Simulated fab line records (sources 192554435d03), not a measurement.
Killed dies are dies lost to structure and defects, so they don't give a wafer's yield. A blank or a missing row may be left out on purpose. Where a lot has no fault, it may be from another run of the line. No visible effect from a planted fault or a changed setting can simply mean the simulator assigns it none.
Struck lot and sound lot, side by side -- flow n5Finfet -- 39 out of 1938 route steps
Sound: wafers L669.1, L669.4, L669.6. Struck: wafer L681.3 (left out: L681.1, L681.5 of the same lot, which were not struck); the cause appears at the end.
For every step that has rows: the tool of each side, followed by ch and its chambers, followed by its first start. Under that, the readings that differ: sound wafers -- struck wafers -- difference of the means -- sigmas: that difference in standard deviations of wafers without a fault.
alike: a reading whose means differ by less than 2 such deviations, as well as words and numbers matching on both sides. not compared: withheld readings; readings where some wafer has no value; bounds like >300 that might hide an equal value; numbers whose values overlap and for which the record gives no deviation.
The two part at a step that has a row with sigmas, a row that says differs or no value, or rows on one side only. Numbers that have no deviation but don't overlap get no sigmas and don't part them. Lack of a reading on every wafer of one side parts them only where that side has two or more wafers.

first, 11 steps without rows for these wafers: N5_BEOL_M0_SAQP_DESCUM_19 (chemistry O2, time 7.9 s); N5_BEOL_M0_SAQP_ETCH_83 (etches SiARC in CF4, target depth 39 nm, time 65 s); N5_BEOL_M0_SAQP_ETCH_84 (etches SOC in N2/H2, target depth 100 nm, overetch 20 nm, time 150 s); N5_BEOL_M0_SAQP_STRIP_80 (strips in N2/H2); N5_BEOL_M0_SAQP_HM_OPEN_112 (chemistry CHF3/O2, target SiO2, stops on a-Si, target depth 12 nm, time 13.5 s); N5_BEOL_M0_SAQP_STRIP_113 (strips in CHF3/O2); N5_BEOL_M0_SAQP_MANDREL_ETCH_20 (etches a-Si in HBr/Cl2, stops on SiNx, target depth 60 nm, bt time 10 s, time 30 s); N5_BEOL_M0_SAQP_STRIP_86 (strips in N2/H2); N5_BEOL_M0_SAQP_STRIP_115 (strips in post etch residue remover, time 60 s); N5_BEOL_M0_SAQP_SRD_93 (time 30 s); N5_BEOL_M0_SAQP_RECESS_114 (chemistry HF/NH3, target SiO2, target depth 14.4 nm, afs cycles 3, sublimation time 60 s).
N5_BEOL_M0_SAQP_SPACER1_ALD_98: deposits SiO2, target thk 12.8 nm, pulse time 1 s, purge time 2 s.
  sound on aldSin-03 ch 0,1, day 7 08:58; struck on aldSin-03 ch 3, day 10 11:16
reading,sound,struck,difference,sigmas
aldCycles,138 138 138,198,+60,
model.SiO2_of_BEOL_M0_SAQP_SPACER1_ALD_98.thkNm (nm),12.8 12.8 12.8,18.4,+5.6,
  alike: heaterPowerW, precursorPulseHeightRel
then, 1 step without rows for these wafers: N5_BEOL_M0_SAQP_SPACER1_ETCHBACK_99 (etches SiO2 in CHF3/O2, target depth 15.4 nm, time 7.7 s).
N5_BEOL_M0_SAQP_MANDREL1_REMOVE_100: chemistry HBr/Cl2/O2, target a-Si, stops on SiNx, bt time 10 s.
  sound on rieSi-01 ch 0,3, day 7 09:43; struck on rieSi-05 ch 2, day 10 11:50
reading,sound,struck,difference,sigmas
model.SiO2_of_BEOL_M0_SAQP_SPACER1_ALD_98.thkNm (nm),7.4 7.4 7.4,13,+6,
model.BEOL_M0_SAQP.cdNm (nm),12.8 13 13,18.2,+5.3,
  alike: O2_flow_sccm, chamberPressureMTorr, drypumpMotorCurrentA, oesProductAu, throttleValvePct
  not compared: rfHoursCounterH
N5_BEOL_M0_SAQP_CD_MEAS_25: target cd 13.1 nm.
  sound on cdSem-02 ch 0, day 7 09:50; struck on cdSem-01 ch 0, day 10 11:56
reading,sound,struck,difference,sigmas
cdNm (nm),13.08 13.02 12.64,18.34,+5.43,+24
then, 22 steps without rows for these wafers: N5_BEOL_M0_SAQP_ETCH_101 (etches SiNx in CH3F/O2, target depth 29.9 nm, time 42.7 s); N5_BEOL_M0_SAQP_ETCH_102 (etches SiO2 in CF4, target depth 4 nm, time 4.4 s); N5_BEOL_M0_SAQP_MANDREL_ETCH_103 (etches a-Si in HBr/Cl2, stops on SiCN, target depth 45 nm, bt time 10 s, time 27 s); N5_BEOL_M0_SAQP_RECESS_104 (chemistry HF/NH3, target SiO2, target depth 18 nm, afs cycles 3, sublimation time 60 s); N5_BEOL_M0_SAQP_COAT_105 (time 60 s, resist thk 100 nm); N5_BEOL_M0_SAQP_ETCH_106 (etches SOC in N2/H2, stops on SiNx, target depth 150 nm); N5_BEOL_M0_SAQP_ETCH_107 (etches SiNx in CH3F/O2, target depth 30 nm); N5_BEOL_M0_SAQP_STRIP_108 (strips in N2/H2); N5_BEOL_M0_SAQP_RECESS_109 (chemistry HF/NH3, target SiO2, target depth 3 nm, afs cycles 1, sublimation time 60 s); N5_BEOL_M0_SAQP_SPACER2_ALD_26 (deposits SiO2, target thk 15 nm, pulse time 1 s, purge time 2 s); N5_BEOL_M0_SAQP_SPACER2_ETCHBACK_27 (etches SiO2 in CHF3/O2, target depth 22.5 nm, time 11.25 s); N5_BEOL_M0_SAQP_MANDREL2_REMOVE_110 (chemistry HBr/Cl2/O2, target a-Si, stops on SiCN, bt time 10 s); N5_BEOL_M0_SAQP_COAT_69 (time 60 s, resist thk 90 nm); N5_BEOL_M0_SAQP_COAT_72 (time 60 s, resist thk 15 nm); N5_BEOL_M0_SAQP_COAT_87 (time 60 s, resist thk 5 nm); N5_BEOL_M0_SAQP_COAT_34 (resist thk 30 nm); N5_BEOL_M0_SAQP_EBR_36; N5_BEOL_M0_SAQP_SOFTBAKE_35 (time 60 s); N5_BEOL_M0_SAQP_EXPOSE_37 (exposes mask M0 CUT1, target cd 30 nm); N5_BEOL_M0_SAQP_PEB_38 (peb time 60 s); N5_BEOL_M0_SAQP_DEVELOP_39 (develop time 30 s); N5_BEOL_M0_SAQP_DESCUM_45 (chemistry O2, time 7 s).
N5_BEOL_M4_RC_MEAS_101:
  the record has rows for the sound wafers here (prober-01 ch 0, day 9 09:08) and none for the struck ones
-- record jumps: 6 days separate the struck wafers' starts on either side; left off in module BEOL_M4, taken up again in module PASSIVATION, whose first shown step is the route's number 1936 --
N5_PASSIVATION_PROBE_49:
  record: rows for the struck wafers here (prober-01, day 16 21:22), none for the sound ones

## WHERE THEY PART
First at N5_BEOL_M0_SAQP_CD_MEAS_25; last, within this record, at N5_PASSIVATION_PROBE_49.

WHY: the cause the simulator had injected
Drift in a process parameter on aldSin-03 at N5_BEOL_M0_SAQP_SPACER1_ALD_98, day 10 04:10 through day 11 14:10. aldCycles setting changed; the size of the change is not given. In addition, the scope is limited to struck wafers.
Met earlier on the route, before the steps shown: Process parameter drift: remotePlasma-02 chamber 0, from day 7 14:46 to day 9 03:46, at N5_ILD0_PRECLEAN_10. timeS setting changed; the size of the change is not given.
